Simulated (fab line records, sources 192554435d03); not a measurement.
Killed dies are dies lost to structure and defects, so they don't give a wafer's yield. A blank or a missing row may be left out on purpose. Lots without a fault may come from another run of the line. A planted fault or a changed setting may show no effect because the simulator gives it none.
Which tool did it? | flow n5_finfet | 24 lots, 72 wafers sampled, at 6 steps of a route of 1938

WHAT THE GAUGES READ, wafer by wafer
N5_SD_ACTIVATION_RS_MEAS_03: measures by four-point-probe.
lot  | measured    | on            | RS_SD_N (ohm/sq)  | RS_SD_P (ohm/sq)
L074 | day 3 10:44 | film_metro-02 | 21.76 21.81 21.79 | 55.8 55.8 55.9
L075 | day 3 22:46 | film_metro-02 | 22.10 21.92 22.10 | 56.6 57.1 57.1
L076 | day 4 02:53 | film_metro-01 | 21.94 21.68 22.51 | 56.2 56.9 57.0
L077 | day 4 09:06 | film_metro-01 | 22.19 22.21 22.42 | 56.0 56.1 56.7
L078 | day 4 09:42 | film_metro-02 | 21.32 21.35 21.52 | 56.2 56.2 56.5
L079 | day 4 17:05 | film_metro-02 | 21.73 22.16 22.43 | 56.9 56.2 55.7
L080 | day 4 23:29 | film_metro-02 | 22.14 21.93 22.46 | 56.4 57.2 56.6
L081 | day 5 04:59 | film_metro-01 | 22.01 22.24 21.95 | 57.6 57.0 55.8
L082 | day 5 09:59 | film_metro-01 | 21.54 21.86 21.68 | 56.2 56.2 55.7
L083 | day 5 19:59 | film_metro-01 | 21.71 21.81 21.89 | 58.0 58.1 58.3
L084 | day 5 22:44 | film_metro-01 | 21.69 21.64 21.82 | 56.5 57.6 56.9
L085 | day 6 04:26 | film_metro-01 | 21.36 21.40 21.84 | 55.4 54.2 54.8
L086 | day 6 12:40 | film_metro-01 | 21.94 22.24 21.96 | 55.7 55.9 55.1
L087 | day 6 15:26 | film_metro-01 | 21.37 21.36 21.93 | 57.1 57.2 57.7
L088 | day 6 21:04 | film_metro-02 | 21.89 22.23 22.10 | 57.6 56.6 57.1
L089 | day 7 04:28 | film_metro-01 | 21.91 22.21 21.86 | 56.2 55.9 56.2
L090 | day 7 10:01 | film_metro-02 | 21.95 21.77 21.76 | 55.8 55.6 55.3
L091 | day 7 17:44 | film_metro-01 | 22.39 22.09 22.31 | 55.7 56.5 55.8
L092 | day 7 21:43 | film_metro-01 | 21.90 22.14 21.94 | 56.3 56.8 57.1
L093 | day 8 03:31 | film_metro-01 | 21.80 21.60 21.66 | 55.8 57.0 55.8
L094 | day 8 09:44 | film_metro-02 | 22.06 21.98 22.26 | 54.4 54.5 54.8
L095 | day 8 13:49 | film_metro-01 | 21.67 22.05 21.62 | 56.4 57.9 57.1
L096 | day 9 01:59 | film_metro-02 | 21.57 21.49 21.67 | 56.2 55.6 56.1
L097 | day 9 07:45 | film_metro-02 | 22.27 21.97 22.13 | 54.9 55.0 56.0

N5_HKMG_FIN_INSPECT_61: inspects for defects (macro).
lot  | measured    | on                | raw_defect_count
L074 | day 3 23:24 | defect_inspect-02 | 0 1 1
L075 | day 4 11:26 | defect_inspect-02 | 2 1 1
L076 | day 4 16:10 | defect_inspect-01 | 0 3 2
L077 | day 4 22:25 | defect_inspect-02 | 4 2 2
L078 | day 4 22:53 | defect_inspect-01 | 1 1 3
L079 | day 5 06:07 | defect_inspect-02 | 1 2 2
L080 | day 5 12:44 | defect_inspect-02 | 0 1 2
L081 | day 5 18:04 | defect_inspect-02 | 4 1 2
L082 | day 5 22:50 | defect_inspect-02 | 2 4 2
L083 | day 6 09:20 | defect_inspect-02 | 3 2 5
L084 | day 6 11:34 | defect_inspect-01 | 2 1 5
L085 | day 6 18:01 | defect_inspect-02 | 4 3 2
L086 | day 7 01:44 | defect_inspect-02 | 2 0 2
L087 | day 7 04:04 | defect_inspect-02 | 0 1 1
L088 | day 7 11:01 | defect_inspect-02 | 3 1 2
L089 | day 7 20:12 | defect_inspect-02 | 3 1 3
L090 | day 7 23:39 | defect_inspect-02 | 2 2 2
L091 | day 8 07:05 | defect_inspect-02 | 4 1 1
L092 | day 8 10:31 | defect_inspect-02 | 3 1 0
L093 | day 8 16:09 | defect_inspect-02 | 4 1 4
L094 | day 8 22:55 | defect_inspect-02 | 3 3 1
L095 | day 9 02:38 | defect_inspect-02 | 4 2 1
L096 | day 9 15:23 | defect_inspect-02 | 6 4 5
L097 | day 9 21:27 | defect_inspect-02 | 1 1 4

WHICH TOOL RAN EACH LOT (tool, then ch and the chambers of the sampled wafers, then the start)
lot  | N5_ILD0_LINER_00                 | N5_SDB_ETCH_25                    | N5_SDB_ALD_29                    | N5_HKMG_FIN_HK_ANNEAL_02
L074 | ald_sin-04 ch 0,1,2, day 3 11:05 | rie_diel-01 ch 1,2, day 3 18:36   | ald_sin-01 ch 0,1, day 3 18:52   | rtp_anneal-02 ch 0, day 3 22:44
L075 | ald_sin-04 ch 2,3, day 3 23:05   | rie_diel-01 ch 0,1,2, day 4 06:32 | ald_sin-03 ch 0,1, day 4 06:48   | rtp_anneal-01 ch 0, day 4 10:41
L076 | ald_sin-02 ch 1,3, day 4 03:46   | rie_diel-04 ch 1,2,3, day 4 11:13 | ald_sin-01 ch 2,3, day 4 11:29   | rtp_anneal-02 ch 0, day 4 15:29
L077 | ald_sin-04 ch 0,2, day 4 09:38   | rie_diel-05 ch 1,3, day 4 17:29   | ald_sin-03 ch 0,1,2, day 4 17:46 | rtp_anneal-02 ch 0, day 4 21:35
L078 | ald_sin-01 ch 2,3, day 4 10:17   | rie_diel-01 ch 0,1, day 4 17:49   | ald_sin-01 ch 0,1, day 4 18:05   | rtp_anneal-01 ch 0, day 4 22:04
L079 | ald_sin-01 ch 0,2,3, day 4 17:27 | rie_diel-01 ch 0,1,2, day 5 00:47 | ald_sin-03 ch 0,3, day 5 01:34   | rtp_anneal-02 ch 0, day 5 05:25
L080 | ald_sin-01 ch 0,1,3, day 4 23:51 | rie_diel-01 ch 0,1, day 5 07:14   | ald_sin-01 ch 1,2, day 5 07:30   | rtp_anneal-02 ch 0, day 5 11:44
L081 | ald_sin-02 ch 0,1,3, day 5 05:19 | rie_diel-01 ch 0,2,3, day 5 13:09 | ald_sin-01 ch 0,1,2, day 5 13:25 | rtp_anneal-02 ch 0, day 5 17:17
L082 | ald_sin-01 ch 0,1,3, day 5 10:19 | rie_diel-05 ch 2,3, day 5 17:50   | ald_sin-01 ch 0,1, day 5 18:06   | rtp_anneal-02 ch 0, day 5 22:10
L083 | ald_sin-04 ch 1,3, day 5 20:32   | rie_diel-01 ch 0,2,3, day 6 04:08 | ald_sin-03 ch 0,2,3, day 6 04:41 | rtp_anneal-01 ch 0, day 6 08:33
L084 | ald_sin-04 ch 0,3, day 5 23:05   | rie_diel-04 ch 1,2, day 6 06:23   | ald_sin-04 ch 1,3, day 6 06:40   | rtp_anneal-02 ch 0, day 6 10:46
L085 | ald_sin-01 ch 1,2,3, day 6 04:49 | rie_diel-01 ch 0,1,2, day 6 13:02 | ald_sin-04 ch 0,1,2, day 6 13:19 | rtp_anneal-01 ch 0, day 6 17:20
L086 | ald_sin-02 ch 1,2, day 6 13:01   | rie_diel-04 ch 1,2, day 6 20:34   | ald_sin-04 ch 1,3, day 6 20:49   | rtp_anneal-02 ch 0, day 7 00:55
L087 | ald_sin-01 ch 0,1,2, day 6 15:47 | rie_diel-05 ch 0,1,3, day 6 23:02 | ald_sin-01 ch 0,1,3, day 6 23:19 | rtp_anneal-01 ch 0, day 7 03:22
L088 | ald_sin-01 ch 0,2,3, day 6 21:54 | rie_diel-01 ch 0,1,3, day 7 05:45 | ald_sin-04 ch 0,3, day 7 06:01   | rtp_anneal-02 ch 0, day 7 10:13
L089 | ald_sin-04 ch 0,2, day 7 04:50   | rie_diel-01 ch 0,1,2, day 7 14:46 | ald_sin-01 ch 1,2,3, day 7 15:02 | rtp_anneal-01 ch 0, day 7 19:04
L090 | ald_sin-01 ch 1,2,3, day 7 10:23 | rie_diel-05 ch 1,3, day 7 18:29   | ald_sin-01 ch 0,1, day 7 18:46   | rtp_anneal-01 ch 0, day 7 22:49
L091 | ald_sin-02 ch 0,2, day 7 18:11   | rie_diel-01 ch 1,2, day 8 01:58   | ald_sin-01 ch 1,2,3, day 8 02:14 | rtp_anneal-01 ch 0, day 8 06:16
L092 | ald_sin-01 ch 0,2, day 7 22:05   | rie_diel-04 ch 0,1,2, day 8 05:20 | ald_sin-01 ch 0,1,2, day 8 05:37 | rtp_anneal-02 ch 0, day 8 09:42
L093 | ald_sin-02 ch 1,2,3, day 8 03:50 | rie_diel-05 ch 0,2,3, day 8 11:14 | ald_sin-03 ch 0,1,3, day 8 11:31 | rtp_anneal-01 ch 0, day 8 15:24
L094 | ald_sin-04 ch 1,2,3, day 8 10:01 | rie_diel-04 ch 0,1,2, day 8 17:29 | ald_sin-04 ch 0,1,3, day 8 19:37 | rtp_anneal-01 ch 0, day 8 22:11
L095 | ald_sin-04 ch 0,1,3, day 8 14:10 | rie_diel-04 ch 0,2,3, day 8 21:36 | ald_sin-03 ch 0,1,3, day 8 21:59 | rtp_anneal-02 ch 0, day 9 01:50
L096 | ald_sin-02 ch 0,1,2, day 9 02:20 | rie_diel-04 ch 0,1,3, day 9 10:25 | ald_sin-01 ch 0,2,3, day 9 10:41 | rtp_anneal-02 ch 0, day 9 14:36
L097 | ald_sin-01 ch 1,2,3, day 9 08:07 | rie_diel-04 ch 0,1,2, day 9 16:20 | ald_sin-03 ch 0,3, day 9 16:37   | rtp_anneal-02 ch 0, day 9 20:38
- N5_ILD0_LINER_00: material SiNx, target thk 4 nm, pulse time 1 s, purge time 2 s.
- N5_SDB_ETCH_25: etches SiO2 in C4F6/O2, target depth 10 nm, time 3.3 s.
- N5_SDB_ALD_29: deposits SiNx, target thk 30 nm, pulse time 1 s, ald cycles 600.
- N5_HKMG_FIN_HK_ANNEAL_02: time 30 s.

WHAT THE TOOLS THEMSELVES READ (means of the sampled wafers that have a number; where no wafer has one, the mark that the record gives instead)
N5_ILD0_LINER_00.
lot  | tool       | heater_power_w (W) | precursor_pulse_height_rel
L074 | ald_sin-04 | 939                | 0.996
L075 | ald_sin-04 | 971                | 1.012
L076 | ald_sin-02 | 901                | 0.999
L077 | ald_sin-04 | 879                | 0.985
L078 | ald_sin-01 | 744                | 1.003
L079 | ald_sin-01 | 736                | 0.977
L080 | ald_sin-01 | 735                | 1.000
L081 | ald_sin-02 | 832                | 0.997
L082 | ald_sin-01 | 743                | 1.019
L083 | ald_sin-04 | 1020               | 1.005
L084 | ald_sin-04 | 961                | 0.988
L085 | ald_sin-01 | 759                | 1.005
L086 | ald_sin-02 | 812                | 0.975
L087 | ald_sin-01 | 759                | 0.988
L088 | ald_sin-01 | 739                | 0.988
L089 | ald_sin-04 | 881                | 1.006
L090 | ald_sin-01 | 768                | 0.991
L091 | ald_sin-02 | 760                | 1.012
L092 | ald_sin-01 | 740                | 0.999
L093 | ald_sin-02 | 853                | 1.011
L094 | ald_sin-04 | 985                | 0.991
L095 | ald_sin-04 | 1017               | 0.995
L096 | ald_sin-02 | 799                | 0.997
L097 | ald_sin-01 | 766                | 1.005

N5_SDB_ETCH_25.
lot  | tool        | drypump_motor_current_A (A) | oes_product_au (a.u.) | rf_vpp_V (V) | showerhead_plenum_p_Torr (Torr) | throttle_valve_pct (%)
L074 | rie_diel-01 | 5.3                         | 0.78                  | 671          | 2.91                            | 21.23
L075 | rie_diel-01 | 5.7                         | 0.76                  | 672          | 2.94                            | 21.25
L076 | rie_diel-04 | 5.7                         | 0.85                  | 655          | 2.81                            | 21.34
L077 | rie_diel-05 | 5.7                         | 0.73                  | 660          | 2.78                            | 21.25
L078 | rie_diel-01 | 5.9                         | 0.80                  | 689          | 3.00                            | 21.16
L079 | rie_diel-01 | 5.7                         | 0.76                  | 672          | 2.94                            | 21.26
L080 | rie_diel-01 | 6.0                         | 0.79                  | 689          | 3.00                            | 21.16
L081 | rie_diel-01 | 5.5                         | 0.74                  | 662          | 2.84                            | 21.31
L082 | rie_diel-05 | 5.4                         | 0.70                  | 662          | 2.82                            | 21.26
L083 | rie_diel-01 | 5.4                         | 0.74                  | 661          | 2.84                            | 21.33
L084 | rie_diel-04 | 5.8                         | 0.88                  | 663          | 2.88                            | 21.49
L085 | rie_diel-01 | 5.7                         | 0.74                  | 672          | 2.93                            | 21.28
L086 | rie_diel-04 | 5.9                         | 0.80                  | 659          | 2.81                            | 21.47
L087 | rie_diel-05 | 5.6                         | 0.75                  | 663          | 2.77                            | 21.20
L088 | rie_diel-01 | 5.7                         | 0.76                  | 678          | 2.90                            | 21.23
L089 | rie_diel-01 | 5.7                         | 0.74                  | 671          | 2.93                            | 21.29
L090 | rie_diel-05 | 5.7                         | 0.72                  | 660          | 2.77                            | 21.31
L091 | rie_diel-01 | 5.3                         | 0.74                  | 672          | 2.89                            | 21.28
L092 | rie_diel-04 | 5.9                         | 0.81                  | 675          | 2.84                            | 21.24
L093 | rie_diel-05 | 5.3                         | 0.70                  | 665          | 2.80                            | 21.22
L094 | rie_diel-04 | 5.8                         | 0.81                  | 674          | 2.84                            | 21.25
L095 | rie_diel-04 | 5.7                         | 0.81                  | 669          | 2.84                            | 21.12
L096 | rie_diel-04 | 5.9                         | 0.76                  | 665          | 2.77                            | 21.11
L097 | rie_diel-04 | 5.8                         | 0.80                  | 673          | 2.84                            | 21.25

N5_SDB_ALD_29.
lot  | tool       | heater_power_w (W) | precursor_pulse_height_rel
L074 | ald_sin-01 | 763                | 0.998
L075 | ald_sin-03 | 798                | 1.011
L076 | ald_sin-01 | 756                | 0.991
L077 | ald_sin-03 | 847                | 1.028
L078 | ald_sin-01 | 759                | 1.015
L079 | ald_sin-03 | 868                | 0.992
L080 | ald_sin-01 | 777                | 0.981
L081 | ald_sin-01 | 763                | 1.003
L082 | ald_sin-01 | 741                | 0.997
L083 | ald_sin-03 | 888                | 1.012
L084 | ald_sin-04 | 1044               | 0.982
L085 | ald_sin-04 | 936                | 1.009
L086 | ald_sin-04 | 1060               | 1.007
L087 | ald_sin-01 | 738                | 1.009
L088 | ald_sin-04 | 946                | 1.024
L089 | ald_sin-01 | 775                | 0.982
L090 | ald_sin-01 | 765                | 1.006
L091 | ald_sin-01 | 770                | 1.004
L092 | ald_sin-01 | 760                | 1.016
L093 | ald_sin-03 | 841                | 0.992
L094 | ald_sin-04 | 1004               | 1.008
L095 | ald_sin-03 | 843                | 1.008
L096 | ald_sin-01 | 733                | 0.990
L097 | ald_sin-03 | 845                | 0.993

N5_HKMG_FIN_HK_ANNEAL_02.
lot  | tool          | lamp_power_pct (%) | lamp_zone_5_pct (%) | wafer_temp_C_max
L074 | rtp_anneal-02 | 8.81               | 8.795               | 703.4
L075 | rtp_anneal-01 | 8.83               | 8.802               | 703.0
L076 | rtp_anneal-02 | 8.84               | 8.801               | 702.9
L077 | rtp_anneal-02 | 8.78               | 8.797               | 702.9
L078 | rtp_anneal-01 | 8.82               | 8.803               | 702.5
L079 | rtp_anneal-02 | 8.80               | 8.810               | 702.8
L080 | rtp_anneal-02 | 8.70               | 8.813               | 703.4
L081 | rtp_anneal-02 | 8.80               | 8.794               | 703.0
L082 | rtp_anneal-02 | 8.80               | 8.795               | 702.7
L083 | rtp_anneal-01 | 8.73               | 8.800               | 703.3
L084 | rtp_anneal-02 | 8.78               | 8.799               | 703.8
L085 | rtp_anneal-01 | 8.79               | 8.811               | 703.5
L086 | rtp_anneal-02 | 8.76               | 8.803               | 703.0
L087 | rtp_anneal-01 | 8.78               | 8.790               | 703.7
L088 | rtp_anneal-02 | 8.76               | 8.796               | 703.5
L089 | rtp_anneal-01 | 8.85               | 8.802               | 702.8
L090 | rtp_anneal-01 | 8.80               | 8.808               | 703.0
L091 | rtp_anneal-01 | 8.79               | 8.805               | 702.9
L092 | rtp_anneal-02 | 8.84               | 8.804               | 702.7
L093 | rtp_anneal-01 | 8.84               | 8.796               | 704.0
L094 | rtp_anneal-01 | 8.79               | 8.804               | 702.5
L095 | rtp_anneal-02 | 8.78               | 8.803               | 702.6
L096 | rtp_anneal-02 | 8.84               | 8.796               | 703.2
L097 | rtp_anneal-02 | 8.75               | 8.794               | 703.0

THE ANSWER, worked out from the rows above alone
Rule: what is usual is taken from the lots themselves. Put in order of their means at a reading, lots are off if they are a third of the lots or fewer, leave a main group of 4 or more, and stand apart from it by a gap of 3 or more times the standard deviation of the main group's means; of several such gaps the widest counts. A main group whose means are all the same, to the digits that the tables above print for the reading, isn't used. A lot without any number at a reading at which 4 lots or more have one is off too. The other lots that the step has rows for count as sound. The gauges are gone through in route order, then the tools' own readings, and for those a lot's mean is taken as printed above. The first step at which some lot is off is used, and at that step the reading that is off furthest; a lot without a number counts as furthest.
No lot is off at any reading shown: from this, nothing can be told.

WHAT THE SIMULATOR HAD PUT IN
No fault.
